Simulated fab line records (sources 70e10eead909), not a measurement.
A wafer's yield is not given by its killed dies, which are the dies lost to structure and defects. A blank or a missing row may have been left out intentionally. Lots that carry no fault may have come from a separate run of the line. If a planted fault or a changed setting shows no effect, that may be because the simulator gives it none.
fab line records	flow nand_harc
[record] lots = 24	wafers = 72	last_day = 33
route steps=1302 shown A_WL_FILL@966 A_CONTACT@1005
lots that met no fault: taken from a fault-free run of the same line
start_h: start of the lot's first displayed wafer, in hours after the record's first day	wait_h: how many hours have passed since the lot's step before this one	" as in the row above	L1.1+2: a row that stands for several wafers	- value missing, or start not given	* or withheld: withheld	< > ~ a bound
route shown NAME@n: NAME is a module with steps in the file, n the number in the route of the first one	usual: mean/standard deviation taken from wafers without a fault	same: alike in all rows	chamber/n: place in a boat	sites: each site's reading	_std_site: how widely they spread, as a standard deviation	_edge_site: outer sites' mean less inner sites'	radius_mm: for every site, how far away it sits from the centre of the wafer	mask NAME#n: copy n	behind: tool/chamber where the wafer was last shaped	hold: what put the lot on hold/how long, in hours/how the hold closed	device: the n, p or np transistor that did not switch	end of line: the route-end tests of the same wafers	a step with no rows: only its recipe	killed: at the first sort, the dies lost to defects and structure; wafer yield is something else	map: a wafer's dies, x killed, . not, _ none there
set.NAME: setting as actually run; set.NAME@STEP: the setting as run at that earlier step	model.NAME: the simulator's own value behind a step, which no gauge read
steps of the route over a sample of lots; a table a step, a row a wafer
services: a tool's chamber out of use, with start hour (start_h, from the record's first day; less than 0 if before it), hours out, and reason
[[steps]]
[step NHARC_A_WL_FILL_ETCHBACK_16]
[recipe] target_depth_a = 1200	time_s = 24	c4f8_flow_sccm = withheld	o2_flow_sccm = 8	ar_flow_sccm = withheld	rf_w = 600	bias_w = 800	chemistry = C4F8/O2/Ar
[usual] oes_product_au = 0.978/0.028	rf_vpp_V = 722/4.5
lot.wafer	tool	chamber	start_h	wait_h	oes_product_au	rf_hours_counter_h	rf_vpp_V
L075.3	rie_diel-02	2	-	-	1.006	2.5	719
L075.5	"	3	"	"	1.004	-	719
L075.4	"	0	"	"	1.009	-	725
L074.4	rie_diel-04	0	-	-	0.957	6.5	719
L074.1	"	2	"	"	0.967	6.9	720
L074.6	"	1	"	"	0.965	-	721
L076.3	rie_diel-04	3	-	-	0.970	6.5	718
L076.6	"	2	"	"	0.977	-	720
L076.5	"	3	"	"	0.979	-	718
L077.2	rie_diel-04	3	-	-	0.961	7.4	720
L077.4	"	0	"	"	0.982	7.5	717
L077.3	"	2	"	"	0.955	8.0	719
L080.1	rie_diel-02	2	-	-	0.926	3.8	719
L080.5	"	2	"	"	0.923	-	722
L080.6	"	3	"	"	0.923	-	718
L078.4	rie_diel-04	0	-	-	1.009	8.3	719
L078.3	"	2	"	"	1.004	8.6	720
L078.6	"	1	"	"	0.999	-	719
L079.4	rie_diel-02	1	-	-	0.986	4.5	728
L079.3	"	2	"	"	0.991	3.9	720
L079.5	"	0	"	"	0.990	-	724
L081.2	rie_diel-10	1	-	-	1.006	2.7	730
L081.4	"	2	"	"	0.985	2.8	731
L081.5	"	0	"	"	1.001	-	723
L083.1	rie_diel-04	0	-	-	1.001	0.5	718
L083.4	"	2	"	"	0.987	0.5	720
L083.5	"	1	"	"	1.002	-	721
L082.3	rie_diel-02	0	-	-	0.924	4.3	726
L082.4	"	2	"	"	0.926	4.1	719
L082.6	"	0	"	"	0.924	-	725
L085.3	rie_diel-10	1	-	-	0.934	3.7	728
L085.1	"	2	"	"	0.920	3.6	730
L085.4	"	3	"	"	0.917	3.8	720
L084.3	rie_diel-04	2	-	-	0.996	2.1	719
L084.2	"	1	"	"	1.013	2.2	721
L084.5	"	2	"	"	0.999	-	720
L086.1	rie_diel-04	3	-	-	0.982	3.0	719
L086.3	"	0	"	"	0.986	3.6	718
L086.4	"	1	"	"	0.992	3.5	719
L088.3	rie_diel-02	3	-	-	0.963	1.3	716
L088.2	"	2	"	"	0.965	1.2	719
L088.6	"	3	"	"	0.970	-	716
L087.2	rie_diel-10	3	-	-	0.995	0.0	717
L087.1	"	0	"	"	1.002	0.2	723
L087.4	"	1	"	"	0.989	0.2	731
L089.3	rie_diel-04	3	-	-	0.988	4.3	720
L089.2	"	1	"	"	1.002	4.8	720
L089.6	"	3	"	"	0.992	-	718
L090.1	rie_diel-02	0	-	-	0.916	1.5	726
L090.3	"	3	"	"	0.921	2.0	715
L090.5	"	0	"	"	0.921	-	727
L091.1	rie_diel-04	2	-	-	0.993	7.5	720
L091.3	"	0	"	"	1.000	7.3	718
L091.6	"	2	"	"	1.002	-	720
L092.1	rie_diel-02	2	-	-	0.997	2.9	721
L092.3	"	3	"	"	1.001	3.0	717
L092.2	"	0	"	"	1.008	2.4	725
L093.4	rie_diel-10	2	-	-	0.998	2.4	730
L093.1	"	3	"	"	0.992	2.3	718
L093.5	"	2	"	"	0.998	-	731
L095.1	rie_diel-02	1	-	-	0.995	3.9	728
L095.3	"	3	"	"	1.003	3.8	718
L095.5	"	1	"	"	0.994	-	726
L094.1	rie_diel-02	1	-	-	0.996	3.9	729
L094.4	"	2	"	"	1.011	3.7	721
L094.6	"	1	"	"	0.991	-	729
L096.3	rie_diel-10	1	-	-	0.994	2.6	729
L096.4	"	3	"	"	0.990	-	720
L096.5	"	1	"	"	0.982	-	729
L097.4	rie_diel-10	3	-	-	0.970	2.7	718
L097.1	"	1	"	"	0.986	2.8	731
L097.5	"	3	"	"	0.958	-	719
[step NHARC_A_WL_FILL_CVD_20]
[recipe] target_thk_a = 1000	temp_c = 400	pressure_torr = 40	wf6_flow_sccm = 40	h2_flow_sccm = 1600	ar_flow_sccm = 1560	time_s = 74	material = W
[usual] heater_power_w = 799/45	throttle_valve_pct = 8.05/0.19
lot.wafer	tool	chamber	start_h	wait_h	heater_power_w	since_wet_clean_h	throttle_valve_pct
L075.3	cvd_w-01	0	-	-	789	-	8.13
L075.4	"	1	"	"	805	-	7.97
L075.5	"	1	"	"	797	-	7.54
L074.1	cvd_w-02	0	-	-	806	31	8.24
L074.4	"	0	"	"	801	-	8.27
L074.6	"	0	"	"	795	-	8.27
L076.3	cvd_w-02	1	-	-	712	-	7.81
L076.6	"	1	"	"	704	-	8.00
L076.5	"	0	"	"	804	-	8.34
L077.2	cvd_w-01	0	-	-	814	138	8.36
L077.4	"	1	"	"	814	-	8.09
L077.3	"	0	"	"	792	-	8.12
L080.1	cvd_w-01	1	-	-	828	138	7.73
L080.5	"	0	"	"	795	-	8.00
L080.6	"	1	"	"	834	-	7.72
L078.4	cvd_w-02	0	-	-	813	-	8.25
L078.3	"	1	"	"	691	-	7.82
L078.6	"	0	"	"	809	-	8.21
L079.4	cvd_w-02	1	-	-	700	-	7.82
L079.3	"	0	"	"	812	-	8.23
L079.5	"	0	"	"	795	-	8.44
L081.2	cvd_w-01	1	-	-	820	154	7.85
L081.4	"	0	"	"	797	-	8.14
L081.5	"	0	"	"	776	-	7.92
L082.4	cvd_w-02	1	-	-	710	-	8.07
L082.3	"	0	"	"	819	-	8.28
L082.6	"	0	"	"	811	-	8.23
L083.1	cvd_w-02	0	-	-	811	101	8.09
L083.4	"	1	"	"	700	-	8.03
L083.5	"	0	"	"	806	-	8.42
L085.1	cvd_w-02	1	-	-	740	120	8.08
L085.4	"	0	"	"	804	-	8.32
L085.3	"	1	"	"	711	-	8.18
L084.2	cvd_w-01	1	-	-	840	13	8.09
L084.3	"	1	"	"	834	-	7.91
L084.5	"	0	"	"	794	-	8.00
L086.1	cvd_w-01	1	-	-	846	32	7.74
L086.3	"	1	"	"	847	-	7.92
L086.4	"	0	"	"	791	-	7.69
L087.2	cvd_w-01	0	-	-	785	47	7.87
L087.1	"	1	"	"	824	47	7.80
L087.4	"	1	"	"	840	-	7.87
L088.2	cvd_w-01	0	-	-	796	47	8.48
L088.3	"	1	"	"	834	-	8.18
L088.6	"	0	"	"	777	-	8.27
L089.2	cvd_w-01	1	-	-	843	53	7.74
L089.3	"	1	"	"	828	-	7.95
L089.6	"	0	"	"	800	-	8.09
L090.1	cvd_w-01	1	-	-	826	62	8.12
L090.3	"	0	"	"	800	-	8.29
L090.5	"	1	"	"	846	-	7.98
L091.1	cvd_w-01	1	-	-	856	93	7.90
L091.3	"	0	"	"	787	-	8.24
L091.6	"	1	"	"	867	-	7.97
L093.1	cvd_w-01	0	-	-	800	103	8.05
L093.4	"	0	"	"	792	-	8.27
L093.5	"	0	"	"	778	-	8.01
L092.1	cvd_w-01	1	-	-	834	104	7.92
L092.2	"	0	"	"	791	104	8.22
L092.3	"	0	"	"	811	-	8.07
L095.1	cvd_w-01	0	-	-	762	119	8.22
L095.3	"	1	"	"	833	-	7.94
L095.5	"	1	"	"	838	-	8.05
L094.1	cvd_w-01	1	-	-	831	119	7.71
L094.4	"	1	"	"	844	-	8.07
L094.6	"	1	"	"	863	-	8.11
L096.3	cvd_w-01	0	-	-	797	-	7.99
L096.4	"	0	"	"	790	-	8.20
L096.5	"	0	"	"	791	-	8.20
L097.1	cvd_w-01	0	-	-	801	142	8.32
L097.4	"	1	"	"	849	-	7.98
L097.5	"	1	"	"	868	-	8.09
[step NHARC_A_CONTACT_ETCH_111]
[recipe] source_w = withheld	pressure_mtorr = 20	bias_v = withheld	time_s = 140	target_depth_a = 7000	ar_flow_sccm = withheld	c4f8_flow_sccm = withheld	o2_flow_sccm = withheld	chemistry = C4F8/O2/Ar
lot.wafer	tool	chamber	start_h	wait_h	rf_hours_counter_h
L075.4	har_cap_etch-02	1	506.83	-	-
L075.3	"	0	"	"	-
L075.5	"	1	"	"	-
L074.1	har_cap_etch-03	0	507.70	-	45
L074.4	"	1	"	"	-
L074.6	"	0	"	"	-
L076.3	har_cap_etch-01	1	515.91	-	-
L076.6	"	0	"	"	-
L076.5	"	1	"	"	-
L077.2	har_cap_etch-02	0	539.49	-	93
L077.4	"	1	"	"	-
L077.3	"	0	"	"	-
L080.1	har_cap_etch-03	1	541.17	-	50
L080.5	"	0	"	"	-
L080.6	"	1	"	"	-
L078.4	har_cap_etch-01	1	544.88	-	-
L078.3	"	0	"	"	-
L078.6	"	0	"	"	-
L079.3	har_cap_etch-01	1	551.48	-	-
L079.4	"	0	"	"	-
L079.5	"	1	"	"	-
L081.2	har_cap_etch-02	1	559.86	-	97
L081.4	"	1	"	"	-
L081.5	"	0	"	"	-
L082.3	har_cap_etch-03	1	575.38	-	-
L082.4	"	0	"	"	-
L082.6	"	1	"	"	-
L083.1	har_cap_etch-02	0	575.71	-	102
L083.4	"	0	"	"	-
L083.5	"	0	"	"	-
L085.1	har_cap_etch-03	1	595.64	-	62
L085.4	"	1	"	"	-
L085.3	"	0	"	"	-
L084.2	har_cap_etch-03	1	599.80	-	64
L084.3	"	1	"	"	-
L084.5	"	1	"	"	-
L086.1	har_cap_etch-02	1	614.81	-	109
L086.4	"	1	"	"	-
L086.3	"	0	"	"	-
L088.2	har_cap_etch-02	1	629.75	-	112
L088.3	"	0	"	"	-
L088.6	"	1	"	"	-
L087.1	har_cap_etch-01	0	630.49	-	20
L087.2	"	1	"	"	20
L087.4	"	1	"	"	-
L089.2	har_cap_etch-02	0	636.54	-	114
L089.3	"	0	"	"	-
L089.6	"	1	"	"	-
L090.1	har_cap_etch-02	1	645.10	-	116
L090.3	"	0	"	"	-
L090.5	"	0	"	"	-
L091.1	har_cap_etch-01	0	676.60	-	28
L091.3	"	0	"	"	-
L091.6	"	0	"	"	-
L093.1	har_cap_etch-03	1	687.96	-	75
L093.4	"	0	"	"	-
L093.5	"	1	"	"	-
L092.2	har_cap_etch-02	1	689.12	-	121
L092.1	"	0	"	"	121
L092.3	"	1	"	"	-
L095.1	har_cap_etch-03	1	702.34	-	79
L095.3	"	1	"	"	-
L095.5	"	1	"	"	-
L094.1	har_cap_etch-02	0	703.63	-	125
L094.4	"	0	"	"	-
L094.6	"	0	"	"	-
L096.4	har_cap_etch-01	1	706.71	-	-
L096.3	"	0	"	"	-
L096.5	"	0	"	"	-
L097.1	har_cap_etch-02	1	726.11	-	131
L097.4	"	0	"	"	-
L097.5	"	0	"	"	-
[step NHARC_A_CONTACT_ETCH_114]
[recipe] source_w = withheld	pressure_mtorr = 20	bias_v = 3000	time_s = 190	target_depth_a = 18500	ar_flow_sccm = withheld	c4f8_flow_sccm = withheld	o2_flow_sccm = withheld	chemistry = C4F8/O2/Ar
lot.wafer	tool	chamber	start_h	wait_h	rf_hours_counter_h
L075.4	har_cap_etch-02	1	507.36	0.1	-
L075.3	"	0	"	"	-
L075.5	"	1	"	"	-
L074.1	har_cap_etch-03	0	508.42	0.2	45
L074.4	"	1	"	"	-
L074.6	"	0	"	"	-
L076.3	har_cap_etch-01	1	516.43	0.1	-
L076.6	"	0	"	"	-
L076.5	"	1	"	"	-
L077.2	har_cap_etch-02	0	540.03	0.1	93
L077.4	"	1	"	"	-
L077.3	"	0	"	"	-
L080.1	har_cap_etch-03	1	541.71	0.1	51
L080.5	"	0	"	"	-
L080.6	"	1	"	"	-
L078.4	har_cap_etch-01	1	545.59	0.2	-
L078.3	"	0	"	"	-
L078.6	"	0	"	"	-
L079.3	har_cap_etch-01	1	552.43	0.3	-
L079.4	"	0	"	"	-
L079.5	"	1	"	"	-
L081.2	har_cap_etch-02	1	560.39	0.1	97
L081.4	"	1	"	"	-
L081.5	"	0	"	"	-
L082.3	har_cap_etch-03	1	575.92	0.1	-
L082.4	"	0	"	"	-
L082.6	"	1	"	"	-
L083.1	har_cap_etch-02	0	576.25	0.1	103
L083.4	"	0	"	"	-
L083.5	"	0	"	"	-
L085.1	har_cap_etch-03	1	596.18	0.1	62
L085.4	"	1	"	"	-
L085.3	"	0	"	"	-
L084.2	har_cap_etch-03	1	600.34	0.1	64
L084.3	"	1	"	"	-
L084.5	"	1	"	"	-
L086.1	har_cap_etch-02	1	615.43	0.1	110
L086.4	"	1	"	"	-
L086.3	"	0	"	"	-
L088.2	har_cap_etch-02	1	630.29	0.1	112
L088.3	"	0	"	"	-
L088.6	"	1	"	"	-
L087.1	har_cap_etch-01	0	631.02	0.1	21
L087.2	"	1	"	"	21
L087.4	"	1	"	"	-
L089.2	har_cap_etch-02	0	637.07	0.1	114
L089.3	"	0	"	"	-
L089.6	"	1	"	"	-
L090.1	har_cap_etch-02	1	645.64	0.1	117
L090.3	"	0	"	"	-
L090.5	"	0	"	"	-
L091.1	har_cap_etch-01	0	677.13	0.1	28
L091.3	"	0	"	"	-
L091.6	"	0	"	"	-
L093.1	har_cap_etch-03	1	688.50	0.1	76
L093.4	"	0	"	"	-
L093.5	"	1	"	"	-
L092.2	har_cap_etch-02	1	689.66	0.1	122
L092.1	"	0	"	"	122
L092.3	"	1	"	"	-
L095.1	har_cap_etch-03	1	702.88	0.1	80
L095.3	"	1	"	"	-
L095.5	"	1	"	"	-
L094.1	har_cap_etch-02	0	704.16	0.1	126
L094.4	"	0	"	"	-
L094.6	"	0	"	"	-
L096.4	har_cap_etch-01	1	707.23	0.1	-
L096.3	"	0	"	"	-
L096.5	"	0	"	"	-
L097.1	har_cap_etch-02	1	726.65	0.1	131
L097.4	"	0	"	"	-
L097.5	"	0	"	"	-
[step NHARC_A_CONTACT_ETCH_115]
[recipe] source_w = withheld	pressure_mtorr = 20	bias_v = 3000	time_s = 190	target_depth_a = 18500	ar_flow_sccm = withheld	c4f8_flow_sccm = withheld	o2_flow_sccm = withheld	chemistry = C4F8/O2/Ar
lot.wafer	tool	chamber	start_h	wait_h	rf_hours_counter_h
L075.4	har_cap_etch-02	1	507.53	0.1	-
L075.3	"	0	"	"	-
L075.5	"	1	"	"	-
L074.1	har_cap_etch-03	0	508.65	0.2	46
L074.4	"	1	"	"	-
L074.6	"	0	"	"	-
L076.3	har_cap_etch-01	1	516.60	0.1	-
L076.6	"	0	"	"	-
L076.5	"	1	"	"	-
L077.2	har_cap_etch-02	0	540.20	0.1	93
L077.4	"	1	"	"	-
L077.3	"	0	"	"	-
L080.1	har_cap_etch-03	1	541.88	0.1	51
L080.5	"	0	"	"	-
L080.6	"	1	"	"	-
L078.4	har_cap_etch-01	1	545.81	0.2	-
L078.3	"	0	"	"	-
L078.6	"	0	"	"	-
L079.3	har_cap_etch-01	1	552.73	0.3	-
L079.4	"	0	"	"	-
L079.5	"	1	"	"	-
L081.2	har_cap_etch-02	1	560.57	0.1	97
L081.4	"	1	"	"	-
L081.5	"	0	"	"	-
L082.3	har_cap_etch-03	1	576.08	0.1	-
L082.4	"	0	"	"	-
L082.6	"	1	"	"	-
L083.1	har_cap_etch-02	0	576.43	0.1	103
L083.4	"	0	"	"	-
L083.5	"	0	"	"	-
L085.1	har_cap_etch-03	1	596.35	0.1	62
L085.4	"	1	"	"	-
L085.3	"	0	"	"	-
L084.2	har_cap_etch-03	1	600.51	0.1	65
L084.3	"	1	"	"	-
L084.5	"	1	"	"	-
L086.1	har_cap_etch-02	1	615.60	0.1	110
L086.4	"	1	"	"	-
L086.3	"	0	"	"	-
L088.2	har_cap_etch-02	1	630.47	0.1	112
L088.3	"	0	"	"	-
L088.6	"	1	"	"	-
L087.1	har_cap_etch-01	0	631.19	0.1	21
L087.2	"	1	"	"	21
L087.4	"	1	"	"	-
L089.2	har_cap_etch-02	0	637.24	0.1	114
L089.3	"	0	"	"	-
L089.6	"	1	"	"	-
L090.1	har_cap_etch-02	1	645.81	0.1	117
L090.3	"	0	"	"	-
L090.5	"	0	"	"	-
L091.1	har_cap_etch-01	0	677.30	0.1	28
L091.3	"	0	"	"	-
L091.6	"	0	"	"	-
L093.1	har_cap_etch-03	1	688.67	0.1	76
L093.4	"	0	"	"	-
L093.5	"	1	"	"	-
L092.2	har_cap_etch-02	1	689.82	0.1	122
L092.1	"	0	"	"	122
L092.3	"	1	"	"	-
L095.1	har_cap_etch-03	1	703.05	0.1	80
L095.3	"	1	"	"	-
L095.5	"	1	"	"	-
L094.1	har_cap_etch-02	0	704.33	0.1	126
L094.4	"	0	"	"	-
L094.6	"	0	"	"	-
L096.4	har_cap_etch-01	1	707.41	0.1	-
L096.3	"	0	"	"	-
L096.5	"	0	"	"	-
L097.1	har_cap_etch-02	1	726.82	0.1	131
L097.4	"	0	"	"	-
L097.5	"	0	"	"	-
[step NHARC_A_CONTACT_ETCH_132]
[recipe] source_w = withheld	pressure_mtorr = 20	bias_v = 3000	time_s = 197	target_depth_a = 19240	ar_flow_sccm = withheld	c4f8_flow_sccm = withheld	o2_flow_sccm = withheld	chemistry = C4F8/O2/Ar
lot.wafer	tool	chamber	start_h	wait_h	rf_hours_counter_h
L075.3	har_cap_etch-02	0	521.56	0.1	-
L075.4	"	1	"	"	-
L075.5	"	0	"	"	-
L074.1	har_cap_etch-03	0	522.06	0.1	49
L074.4	"	1	"	"	-
L074.6	"	1	"	"	-
L076.3	har_cap_etch-01	1	527.26	0.1	-
L076.6	"	1	"	"	-
L076.5	"	0	"	"	-
L077.2	har_cap_etch-02	1	551.36	0.2	96
L077.4	"	1	"	"	-
L077.3	"	0	"	"	-
L080.1	har_cap_etch-03	1	552.62	0.1	54
L080.5	"	0	"	"	-
L080.6	"	1	"	"	-
L078.3	har_cap_etch-03	0	563.39	0.1	-
L078.4	"	1	"	"	-
L078.6	"	1	"	"	-
L079.3	har_cap_etch-03	1	570.28	0.1	-
L079.4	"	0	"	"	-
L079.5	"	1	"	"	-
L081.2	har_cap_etch-02	0	573.93	0.1	102
L081.4	"	0	"	"	-
L081.5	"	1	"	"	-
L082.3	har_cap_etch-02	0	586.78	0.1	-
L082.4	"	1	"	"	-
L082.6	"	1	"	"	-
L083.1	har_cap_etch-01	1	588.28	0.2	15
L083.4	"	0	"	"	-
L083.5	"	1	"	"	-
L085.1	har_cap_etch-02	0	607.17	0.1	109
L085.4	"	0	"	"	-
L085.3	"	1	"	"	-
L084.2	har_cap_etch-01	0	611.49	0.1	18
L084.3	"	1	"	"	-
L084.5	"	0	"	"	-
L086.1	har_cap_etch-03	1	626.41	0.1	69
L086.4	"	0	"	"	-
L086.3	"	1	"	"	-
L088.2	har_cap_etch-01	0	641.91	0.1	24
L088.3	"	0	"	"	-
L088.6	"	0	"	"	-
L087.1	har_cap_etch-03	1	642.29	0.1	72
L087.2	"	0	"	"	72
L087.4	"	1	"	"	-
L089.2	har_cap_etch-01	0	649.39	0.1	26
L089.3	"	1	"	"	-
L089.6	"	1	"	"	-
L090.1	har_cap_etch-01	0	656.45	0.1	27
L090.3	"	0	"	"	-
L090.5	"	1	"	"	-
L091.1	har_cap_etch-01	0	692.76	0.1	31
L091.3	"	1	"	"	-
L091.6	"	0	"	"	-
L093.1	har_cap_etch-03	1	699.29	0.1	79
L093.4	"	1	"	"	-
L093.5	"	0	"	"	-
L092.1	har_cap_etch-02	1	701.87	0.1	125
L092.2	"	0	"	"	125
L092.3	"	0	"	"	-
L095.1	har_cap_etch-01	1	715.22	0.1	37
L095.3	"	0	"	"	-
L095.5	"	1	"	"	-
L094.1	har_cap_etch-03	0	719.22	0.1	84
L094.4	"	0	"	"	-
L094.6	"	0	"	"	-
L096.4	har_cap_etch-02	1	719.98	0.1	-
L096.3	"	0	"	"	-
L096.5	"	0	"	"	-
L097.1	har_cap_etch-02	0	742.41	0.1	134
L097.4	"	0	"	"	-
L097.5	"	1	"	"	-
[[services]]
tool	chamber	start_h	hours	kind
rie_diel-02	1	481.16	4.5	repair
rie_diel-02	1	486.66	5.5	repair
har_cap_etch-01	-	497.00	17.0	pm
cvd_w-02	-	502.18	0.7	repair
har_cap_etch-02	-	516.00	0.9	repair
rie_diel-04	1	530.65	3.1	repair
rie_diel-04	-	531.90	9.0	pm
cvd_w-02	1	552.23	7.5	repair
cvd_w-01	-	561.17	13.0	pm
rie_diel-04	3	561.24	5.2	repair
rie_diel-02	-	570.70	9.0	pm
rie_diel-10	3	595.31	17.3	repair
rie_diel-10	-	598.02	9.0	pm
rie_diel-02	0	602.97	21.4	repair
rie_diel-04	3	628.33	9.4	repair
rie_diel-04	3	640.14	9.6	repair
rie_diel-04	-	644.34	0.8	repair
rie_diel-02	-	645.85	0.9	repair
cvd_w-01	1	700.30	2.6	repair
rie_diel-04	-	708.90	9.0	pm
cvd_w-02	-	709.52	13.0	pm
cvd_w-01	1	717.03	9.2	repair
har_cap_etch-03	-	725.51	1.7	repair
cvd_w-01	-	742.17	13.0	pm
[[key]]
fault none
